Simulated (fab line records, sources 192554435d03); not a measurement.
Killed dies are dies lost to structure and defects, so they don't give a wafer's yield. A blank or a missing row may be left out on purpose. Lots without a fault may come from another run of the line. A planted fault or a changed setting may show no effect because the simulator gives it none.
fab line records | flow n5_finfet | part 1 of 2: steps 1 to 14 of 21
record lots=5 wafers=15 last_day=19
route steps=1938 shown HKMG_FIN@433
lots that met no fault: from a run of the same line without faults
start_h: hours from the record's first day to the start of the lot's first wafer shown | wait_h: hours since the lot's step before | " the same as in the row above | L1.1+2: a row that stands for several wafers | - no value, or no start given | * or withheld: withheld | < > ~ a bound
route shown NAME@n: a module of which the file shows steps, and the number in the route of the first | usual: mean/standard deviation of fault-free wafers | same: alike in all rows | chamber/n: place in a boat | sites: the reading at each site | _std_site: their standard deviation | _edge_site: outer sites' mean less inner sites' | radius_mm: how far each site lies from the wafer's centre | mask NAME#n: copy n | behind: the tool/chamber that last shaped the wafer | hold: why the lot was held/for how many hours/how that ended | device: the transistor (n, p or np) that didn't switch | end of line: the same wafers' tests at the end of the route | a step without rows: its recipe alone | killed: dies lost to structure and defects at the first sort, not the wafer's yield | map: a wafer's dies, x killed, . not, _ none there
set.NAME: the setting as run; set.NAME@STEP: as run at that earlier step | model.NAME: the simulator's own value behind a step, which no gauge read
lots at some steps of the route; a table a step, a row a wafer
services: from which hour (start_h, from the record's first day; less than 0 if before it) a tool's chamber was out of use, for how many hours, and why
## steps
# step N5_HKMG_FIN_DESCUM_17
# recipe chemistry=O2 time_s=7.9 source_power_w=50 bias_power_w=20 pressure_mtorr=20 rf_frequency_hz=2.712e+07 temp_c=40 resist=CAR-ArF o2_flow_sccm=225
# usual chamber_pressure_mTorr=19.999/0.018 drypump_motor_current_A=5.9/0.49 o2_flow_sccm=225.0/0.63 oes_product_au=0.79/0.11 rf_vpp_V=243.7/1.5 showerhead_plenum_p_Torr=2.13/0.075 throttle_valve_pct=20.42/0.2
# columns lot.wafer tool chamber start_h wait_h chamber_pressure_mTorr drypump_motor_current_A o2_flow_sccm oes_product_au rf_hours_counter_h rf_vpp_V showerhead_plenum_p_Torr throttle_valve_pct
L084.1 rie_diel-03 3 142.64 0.2 19.987 5.5 226.3 0.69 226 246.0 2.15 20.53
L084.2 " 0 " " 20.008 5.6 225.3 1.00 1 244.1 2.14 20.21
L084.4 " 2 " " 20.018 6.6 226.1 0.87 46 247.0 2.22 20.27
L086.2 rie_diel-02 2 158.87 1.8 20.005 6.2 225.1 0.86 60 244.4 2.22 20.25
L086.3 " 0 " " 19.983 5.3 225.5 1.01 0 243.8 2.14 20.50
L086.6 " 3 " " 20.018 6.7 225.1 0.73 - 242.4 2.08 20.74
L088.1 rie_diel-01 2 166.31 0.0 20.014 5.2 224.6 0.69 232 242.7 2.15 20.67
L088.3 " 0 " " 19.962 5.5 224.0 0.68 248 244.1 2.15 20.49
L088.5 " 1 " " 20.019 5.9 224.4 0.94 - 244.3 2.23 19.96
L094.1 rie_diel-02 3 198.49 0.0 19.981 6.7 224.6 0.71 222 241.5 2.07 20.77
L094.3 " 1 " " 19.988 6.3 225.4 0.97 3 241.8 2.05 20.15
L094.6 " 1 " " 20.004 6.3 225.6 0.98 - 242.2 2.05 20.16
L096.1 rie_diel-03 2 212.18 0.0 19.988 6.6 224.5 0.85 66 245.2 2.21 20.31
L096.2 " 0 " " 20.029 5.6 224.6 0.93 22 245.2 2.14 20.25
L096.5 " 0 " " 19.999 5.6 225.2 0.92 - 244.5 2.14 20.24
# step N5_HKMG_FIN_ETCH_31
# recipe chemistry=CF4 target=SiARC target_depth_a=455 mask_material=CAR-ArF time_s=75.8 ion_energy_ev=80 pressure_mtorr=40 source_w=545 bias_w=36 Ar_flow_sccm=100 cf4_flow_sccm=100 ends=cleared
# usual chamber_pressure_mTorr=39.99/0.038 drypump_motor_current_A=5.9/0.49 etch_rf_on_time_s=76.0/1.4 oes_product_au=0.68/0.093 rf_vpp_V=184.5/1.1 showerhead_plenum_p_Torr=2.18/0.072 throttle_valve_pct=15.61/0.22
# columns lot.wafer tool chamber start_h wait_h chamber_pressure_mTorr drypump_motor_current_A etch_rf_on_time_s oes_product_au rf_hours_counter_h rf_vpp_V showerhead_plenum_p_Torr throttle_valve_pct
L084.1 rie_diel-03 3 142.67 0.0 40.06 5.5 78.3 0.59 226 185.4 2.20 15.78
L084.2 " 0 " " 39.99 5.6 76.2 0.85 1 183.9 2.20 15.35
L084.4 " 2 " " 39.95 6.6 74.5 0.75 46 185.0 2.27 15.47
L086.2 rie_diel-02 2 158.90 0.0 39.99 6.2 73.7 0.75 60 183.7 2.26 15.36
L086.3 " 0 " " 39.89 5.4 74.8 0.85 0 184.3 2.19 15.57
L086.6 " 3 " " 40.00 6.7 75.5 0.62 - 185.2 2.12 15.88
L088.1 rie_diel-01 2 166.35 0.0 39.90 5.1 76.3 0.59 232 184.7 2.20 15.87
L088.3 " 0 " " 40.02 5.5 77.0 0.58 248 184.4 2.19 15.76
L088.5 " 1 " " 39.98 5.9 75.9 0.80 - 186.2 2.28 15.11
L094.1 rie_diel-02 3 198.52 0.0 39.98 6.7 76.0 0.61 222 184.8 2.12 15.91
L094.3 " 1 " " 40.01 6.2 76.0 0.82 3 183.0 2.11 15.33
L094.6 " 1 " " 40.02 6.3 75.7 0.83 - 184.9 2.11 15.35
L096.1 rie_diel-03 2 212.21 0.0 39.98 6.6 74.6 0.73 66 186.0 2.26 15.53
L096.2 " 0 " " 40.03 5.6 76.4 0.78 22 183.1 2.19 15.39
L096.5 " 0 " " 39.98 5.7 75.3 0.78 - 182.6 2.19 15.40
# step N5_HKMG_FIN_ETCH_32
# recipe chemistry=N2/H2 target=SOC target_depth_a=2400 temp_c=40 time_s=300 ion_energy_ev=200 mask_material=SiARC pressure_mtorr=30 source_w=840 bias_w=150 n2_flow_sccm=200 h2_flow_sccm=200
# usual chamber_pressure_mTorr=30.000/0.028 drypump_motor_current_A=5.9/0.49 oes_product_au=0.79/0.11 rf_vpp_V=525.3/2.6 showerhead_plenum_p_Torr=2.59/0.089 throttle_valve_pct=17.85/0.25
# columns lot.wafer tool chamber start_h wait_h chamber_pressure_mTorr drypump_motor_current_A oes_product_au rf_hours_counter_h rf_vpp_V showerhead_plenum_p_Torr throttle_valve_pct
L084.1 rie_diel-03 3 142.73 0.0 29.969 5.5 0.69 226 527.2 2.62 18.01
L084.2 " 0 " " 29.976 5.6 1.00 1 525.0 2.60 17.63
L084.4 " 2 " " 29.995 6.6 0.87 46 529.3 2.70 17.66
L086.2 rie_diel-02 2 158.96 0.0 30.011 6.2 0.88 60 527.7 2.69 17.60
L086.3 " 0 " " 29.971 5.3 1.00 0 526.3 2.60 17.80
L086.6 " 3 " " 30.011 6.7 0.71 - 523.4 2.52 18.22
L088.1 rie_diel-01 2 166.41 0.0 29.996 5.1 0.69 232 525.2 2.61 18.15
L088.3 " 0 " " 30.005 5.5 0.68 248 525.1 2.61 17.99
L088.5 " 1 " " 30.015 5.9 0.94 - 530.2 2.71 17.27
L094.1 rie_diel-02 3 198.58 0.0 30.014 6.7 0.72 223 522.7 2.51 18.24
L094.3 " 1 " " 30.028 6.3 0.98 3 523.4 2.50 17.53
L094.6 " 1 " " 29.977 6.3 0.97 - 523.6 2.50 17.55
L096.1 rie_diel-03 2 212.27 0.0 29.957 6.6 0.85 66 528.3 2.69 17.70
L096.2 " 0 " " 29.996 5.6 0.91 22 527.0 2.60 17.67
L096.5 " 0 " " 29.991 5.6 0.91 - 526.2 2.60 17.66
# step N5_HKMG_FIN_STRIP_33
# recipe chemistry=N2/H2 temp_c=40 n2_flow_sccm=200 h2_flow_sccm=200 rf_frequency_hz=6e+07
# columns lot.wafer tool chamber start_h wait_h
L084.1+2+4 rie_diel-03 3,0,2 142.91 0.1
L086.2+3+6 rie_diel-02 2,0,3 159.14 0.1
L088.1+3+5 rie_diel-01 2,0,1 166.59 0.1
L094.1+3+6 rie_diel-02 3,1,1 198.76 0.1
L096.1+2+5 rie_diel-03 2,0,0 212.45 0.1
# step N5_HKMG_FIN_STRIP_34
# recipe chemistry=CF4 resist=SiARC power_w=300 bias_power_w=75 pressure_mtorr=50 cf4_flow_sccm=150 rf_frequency_hz=6e+07
# usual chamber_pressure_mTorr=49.99/0.14 drypump_motor_current_A=5.9/0.49 oes_product_au=0.78/0.1 rf_vpp_V=271.8/1.5 showerhead_plenum_p_Torr=1.83/0.06 throttle_valve_pct=13.59/0.24
# columns lot.wafer tool chamber start_h wait_h chamber_pressure_mTorr drypump_motor_current_A oes_product_au rf_hours_counter_h rf_vpp_V showerhead_plenum_p_Torr throttle_valve_pct
L084.1 rie_diel-03 3 142.92 0.0 49.96 5.5 0.70 226 273.1 1.85 13.81
L084.2 " 0 " " 50.00 5.7 0.98 1 269.9 1.84 13.27
L084.4 " 2 " " 50.01 6.6 0.86 46 273.1 1.89 13.42
L086.2 rie_diel-02 2 159.15 0.0 49.91 6.2 0.85 60 273.7 1.89 13.33
L086.3 " 0 " " 50.05 5.3 0.98 0 272.7 1.83 13.51
L086.6 " 3 " " 50.02 6.7 0.71 - 271.7 1.78 13.85
L088.1 rie_diel-01 2 166.60 0.0 48.41 5.1 0.70 232 271.6 1.85 13.87
L088.3 " 0 " " 50.06 5.4 0.69 248 272.1 1.84 13.77
L088.5 " 1 " " 49.98 5.9 0.92 - 272.9 1.90 13.07
L094.1 rie_diel-02 3 198.77 0.0 50.02 6.7 0.71 223 269.9 1.77 13.90
L094.3 " 1 " " 50.00 6.3 0.96 3 271.0 1.76 13.27
L094.6 " 1 " " 50.07 6.3 0.96 - 270.1 1.76 13.26
L096.1 rie_diel-03 2 212.46 0.0 50.04 6.6 0.83 66 272.2 1.89 13.46
L096.2 " 0 " " 50.00 5.5 0.91 22 272.0 1.84 13.34
L096.5 " 0 " " 50.05 5.6 0.90 - 272.7 1.84 13.34
# step N5_HKMG_FIN_ETCH_35
# recipe chemistry=N2/H2 target=SOC target_depth_a=2158 ion_energy_ev=65 bias_w=5 source_w=3000 time_s=243.4 pressure_mtorr=30 n2_flow_sccm=200 h2_flow_sccm=200
# usual chamber_pressure_mTorr=29.999/0.026 drypump_motor_current_A=6.0/0.5 oes_product_au=0.79/0.11 rf_vpp_V=141.9/0.95 showerhead_plenum_p_Torr=2.59/0.089 throttle_valve_pct=17.86/0.25
# columns lot.wafer tool chamber start_h wait_h chamber_pressure_mTorr drypump_motor_current_A oes_product_au rf_hours_counter_h rf_vpp_V showerhead_plenum_p_Torr throttle_valve_pct
L084.1 rie_diel-03 3 142.94 0.0 30.009 5.5 0.69 226 141.7 2.62 18.04
L084.2 " 0 " " 29.975 5.6 0.98 1 141.6 2.60 17.63
L084.4 " 2 " " 29.998 6.6 0.88 46 142.1 2.70 17.68
L086.2 rie_diel-02 2 159.17 0.0 29.978 6.2 0.86 60 142.9 2.69 17.61
L086.3 " 0 " " 29.976 5.3 1.01 0 141.7 2.60 17.81
L086.6 " 3 " " 30.050 6.7 0.73 - 142.8 2.52 18.23
L088.1 rie_diel-01 2 166.62 0.0 30.011 5.2 0.68 232 141.3 2.61 18.15
L088.3 " 0 " " 30.027 5.5 0.68 248 142.5 2.61 18.02
L088.5 " 1 " " 30.017 5.9 0.92 - 141.9 2.71 17.28
L094.1 rie_diel-02 3 198.79 0.0 29.963 6.7 0.71 223 140.9 2.51 18.24
L094.3 " 1 " " 29.989 6.3 0.99 3 141.9 2.50 17.55
L094.6 " 1 " " 30.017 6.3 0.98 - 141.7 2.50 17.55
L096.1 rie_diel-03 2 212.48 0.0 29.999 6.6 0.84 66 143.3 2.69 17.73
L096.2 " 0 " " 29.961 5.6 0.92 22 141.5 2.60 17.67
L096.5 " 0 " " 29.984 5.6 0.92 - 143.1 2.60 17.67
# step N5_HKMG_FIN_STRIP_92
# recipe chemistry=N2/H2 material=SOC time_s=20 power_w=500 temp_c=40 pressure_mtorr=50 rf_frequency_hz=6e+07 bias_power_w=8 h2_frac=0.5 n2_flow_sccm=300 h2_flow_sccm=300
# usual chamber_pressure_mTorr=50.01/0.043 drypump_motor_current_A=6.0/0.49 oes_product_au=0.79/0.11 rf_vpp_V=54.4/0.85 showerhead_plenum_p_Torr=3.42/0.11 throttle_valve_pct=19.0/0.4
# columns lot.wafer tool chamber start_h wait_h chamber_pressure_mTorr drypump_motor_current_A oes_product_au rf_hours_counter_h rf_vpp_V showerhead_plenum_p_Torr throttle_valve_pct
L084.1 rie_diel-03 3 143.09 0.1 49.97 5.5 0.69 226 54.0 3.46 19.2
L084.2 " 0 " " 49.95 5.6 1.00 1 54.7 3.44 18.9
L084.4 " 2 " " 50.08 6.6 0.89 47 55.2 3.56 18.7
L086.2 rie_diel-02 2 159.32 0.1 50.01 6.2 0.87 61 54.8 3.54 18.7
L086.3 " 0 " " 49.96 5.4 0.99 0 53.6 3.43 18.8
L086.6 " 3 " " 49.97 6.7 0.72 - 55.0 3.33 19.8
L088.1 rie_diel-01 2 166.76 0.1 49.94 5.2 0.69 232 53.0 3.45 19.6
L088.3 " 0 " " 50.01 5.5 0.69 248 55.0 3.44 19.4
L088.5 " 1 " " 49.99 5.9 0.94 - 53.6 3.57 18.3
L094.1 rie_diel-02 3 198.94 0.1 50.06 6.7 0.71 223 54.3 3.32 19.8
L094.3 " 1 " " 50.02 6.3 0.97 3 53.8 3.31 18.6
L094.6 " 1 " " 49.96 6.3 0.96 - 54.6 3.31 18.6
L096.1 rie_diel-03 2 212.63 0.1 49.98 6.6 0.86 66 54.3 3.55 18.7
L096.2 " 0 " " 50.00 5.6 0.92 22 54.7 3.43 19.0
L096.5 " 0 " " 49.99 5.7 0.91 - 52.9 3.43 19.0
# step N5_HKMG_FIN_WET_ETCH_18
# recipe chemistry=SC1 target=TiN mix=1:1:5 temp_c=* time_s=55 target_depth_nm=5.2 dry=ipa_marangoni rinse_time_s=30 rinse_temp_c=23
# columns lot.wafer tool chamber start_h wait_h
L084.1+2+4 wet_bench-06 1,7,2 143.17 0.1
L086.2+3+6 wet_bench-04 3,4,5 159.40 0.1
L088.1+3+5 wet_bench-03 7,0,6 166.85 0.1
L094.1+3+6 wet_bench-03 3,0,2 199.02 0.1
L096.1+2+5 wet_bench-03 7,3,1 212.71 0.1
# step N5_HKMG_FIN_STRIP_19
# recipe chemistry=N2/H2 power_w=2500 temp_c=300 h2_frac=0.65 time_s=360 pressure_mtorr=withheld n2_flow_sccm=1750 h2_flow_sccm=3250
# usual drypump_motor_current_A=5.8/0.64 heater_power_w=515/43
# columns lot.wafer tool chamber start_h wait_h drypump_motor_current_A heater_power_w rf_hours_counter_h
L084.1 plasma_asher-01 1 143.23 0.0 4.9 489 118
L084.2 " 0 " " 6.2 591 118
L084.4 " 0 " " 6.2 575 -
L086.2 plasma_asher-02 1 159.46 0.0 6.3 501 32
L086.3 " 1 " " 6.3 497 -
L086.6 " 1 " " 6.3 483 -
L088.1 plasma_asher-02 1 166.91 0.0 6.3 494 34
L088.3 " 1 " " 6.3 498 -
L088.5 " 0 " " 6.3 490 -
L094.1 plasma_asher-02 0 199.08 0.0 6.3 497 40
L094.3 " 1 " " 6.3 497 -
L094.6 " 1 " " 6.3 502 -
L096.1 plasma_asher-02 1 212.77 0.0 6.3 490 42
L096.2 " 0 " " 6.3 502 42
L096.5 " 1 " " 6.3 500 -
# step N5_HKMG_FIN_ALD_91
# recipe material=TiN target_thk_a=10 temp_c=400 ald_precursor_family=TiCl4 ald_co_reactant=NH3 pulse_time_s=1 purge_time_s=3 co_reactant_purge_time_s=2 co_reactant_pulse_time_s=2 ald_cycles=47 pressure_torr=3
# usual heater_power_w=934/83 precursor_pulse_height_rel=0.998/0.019
# same pulse_time_s=1
# columns lot.wafer tool chamber start_h wait_h heater_power_w precursor_pulse_height_rel
L084.1 ald_metal-02 1 143.69 0.3 1074 0.972
L084.2 " 2 " " 844 1.012
L084.4 " 3 " " 963 0.995
L086.2 ald_metal-02 0 159.85 0.3 1047 1.031
L086.3 " 1 " " 1070 0.976
L086.6 " 0 " " 1031 0.992
L088.1 ald_metal-04 3 167.30 0.3 889 1.009
L088.3 " 2 " " 947 1.030
L088.5 " 3 " " 905 0.983
L094.1 ald_metal-04 2 199.47 0.3 947 1.010
L094.3 " 1 " " 875 0.988
L094.6 " 2 " " 970 1.001
L096.1 ald_metal-04 1 213.16 0.3 858 1.003
L096.2 " 3 " " 863 1.008
L096.5 " 0 " " 904 0.975
# step N5_HKMG_FIN_COAT_85
# recipe resist=SOC temp_c=250 time_s=60 spin_rpm=1500 resist_thk_nm=300
# usual exhaust_pa=45.2/0.97 heater_power_total_W=500.7/1.9
# columns lot.wafer tool chamber start_h wait_h exhaust_pa heater_power_total_W
L084.1 litho_track-03 0 143.97 0.2 44.0 501.5
L084.2 " 0 " " 44.8 502.0
L084.4 " 0 " " 44.3 503.0
L086.2 litho_track-04 0 160.12 0.2 46.7 502.3
L086.3 " 0 " " 46.6 499.3
L086.6 " 0 " " 46.6 499.6
L088.1 litho_track-03 0 167.57 0.2 44.9 499.4
L088.3 " 0 " " 45.7 497.3
L088.5 " 0 " " 45.4 500.4
L094.1 litho_track-03 0 199.74 0.2 44.2 498.6
L094.3 " 0 " " 45.7 503.0
L094.6 " 0 " " 45.7 499.4
L096.1 litho_track-04 0 213.43 0.2 46.2 502.1
L096.2 " 0 " " 44.4 500.7
L096.5 " 0 " " 44.7 503.2
# step N5_HKMG_FIN_ETCH_86
# recipe chemistry=N2/H2 target=SOC target_depth_a=3932 stop_on=TiN ion_energy_ev=100 bias_w=61 pressure_mtorr=30 source_w=850 n2_flow_sccm=200 h2_flow_sccm=200
# usual chamber_pressure_mTorr=29.997/0.029 drypump_motor_current_A=5.9/0.49 oes_product_au=0.77/0.1 rf_vpp_V=241.2/1.3 showerhead_plenum_p_Torr=2.59/0.081 throttle_valve_pct=17.84/0.26
# columns lot.wafer tool chamber start_h wait_h chamber_pressure_mTorr drypump_motor_current_A oes_product_au rf_hours_counter_h rf_vpp_V showerhead_plenum_p_Torr throttle_valve_pct
L084.1 rie_diel-02 2 144.03 - 30.058 6.2 0.87 54 242.7 2.69 17.58
L084.2 " 3 " " 29.993 6.7 0.72 200 239.4 2.52 18.18
L084.4 " 2 " " 29.974 6.3 0.87 - 242.8 2.69 17.55
L086.2 rie_diel-02 0 160.20 - 29.976 5.3 0.98 1 240.5 2.60 17.77
L086.3 " 2 " " 30.048 6.3 0.86 61 241.2 2.69 17.58
L086.6 " 0 " " 30.019 5.3 0.98 - 241.0 2.60 17.79
L088.1 rie_diel-03 0 167.74 - 29.954 5.6 0.96 6 241.0 2.60 17.62
L088.3 " 2 " " 30.043 6.6 0.86 50 243.0 2.70 17.64
L088.5 " 0 " " 29.966 5.6 0.97 - 241.5 2.60 17.62
L094.1 rie_diel-02 2 199.81 - 29.993 6.2 0.83 77 243.1 2.68 17.60
L094.3 " 3 " " 29.987 6.7 0.71 223 240.9 2.51 18.21
L094.6 " 1 " " 30.074 6.3 0.96 - 239.7 2.50 17.51
L096.1 rie_diel-01 0 213.50 - 29.979 5.5 0.94 7 240.0 2.60 17.56
L096.2 " 3 " " 30.033 6.0 0.75 147 240.1 2.55 17.75
L096.5 " 2 " " 29.975 5.2 0.67 - 241.8 2.61 18.15
# step N5_HKMG_FIN_STRIP_89
# recipe chemistry=N2/H2 material=SOC time_s=20 power_w=500 temp_c=40 pressure_mtorr=50 rf_frequency_hz=6e+07 bias_power_w=8 h2_frac=0.5 n2_flow_sccm=300 h2_flow_sccm=300
# usual chamber_pressure_mTorr=50.00/0.044 drypump_motor_current_A=5.9/0.49 oes_product_au=0.77/0.1 rf_vpp_V=54.3/0.81 showerhead_plenum_p_Torr=3.42/0.1 throttle_valve_pct=19.1/0.42
# columns lot.wafer tool chamber start_h wait_h chamber_pressure_mTorr drypump_motor_current_A oes_product_au rf_hours_counter_h rf_vpp_V showerhead_plenum_p_Torr throttle_valve_pct
L084.1 rie_diel-02 2 144.09 0.0 50.01 6.2 0.89 54 54.2 3.55 18.7
L084.2 " 3 " " 49.96 6.7 0.73 200 55.2 3.33 19.8
L084.4 " 2 " " 50.04 6.2 0.90 - 54.3 3.55 18.7
L086.2 rie_diel-02 0 160.26 0.0 50.08 5.3 0.99 1 53.7 3.43 18.8
L086.3 " 2 " " 50.00 6.2 0.88 61 55.1 3.54 18.7
L086.6 " 0 " " 49.96 5.3 0.99 - 54.3 3.43 18.8
L088.1 rie_diel-03 0 167.80 0.0 50.01 5.6 0.97 6 52.9 3.44 19.0
L088.3 " 2 " " 50.05 6.6 0.87 50 54.4 3.56 18.7
L088.5 " 0 " " 49.98 5.7 0.97 - 53.1 3.43 19.0
L094.1 rie_diel-02 2 199.87 0.0 50.07 6.2 0.86 77 54.3 3.53 18.7
L094.3 " 3 " " 49.94 6.7 0.71 223 54.5 3.32 19.8
L094.6 " 1 " " 50.05 6.3 0.96 - 53.9 3.31 18.6
L096.1 rie_diel-01 0 213.56 0.0 50.06 5.5 0.98 7 53.8 3.43 19.0
L096.2 " 3 " " 50.00 6.0 0.75 147 54.5 3.37 18.7
L096.5 " 2 " " 50.03 5.2 0.67 - 55.1 3.44 19.6
# step N5_HKMG_FIN_WET_ETCH_87
# recipe chemistry=SC1 target=TiN mix=1:2:40 temp_c=50 time_s=154.2 target_depth_nm=4.7 dry=ipa_marangoni rinse_time_s=30 rinse_temp_c=23
# columns lot.wafer tool chamber start_h wait_h
L084.1+2+4 wet_bench-06 5,2,0 144.19 0.1
L086.2+3+6 wet_bench-06 3,6,5 160.37 0.1
L088.1+3+5 wet_bench-06 6,0,1 167.90 0.1
L094.1+3+6 wet_bench-04 6,1,2 199.97 0.1
L096.1+2+5 wet_bench-06 3,4,2 213.66 0.1
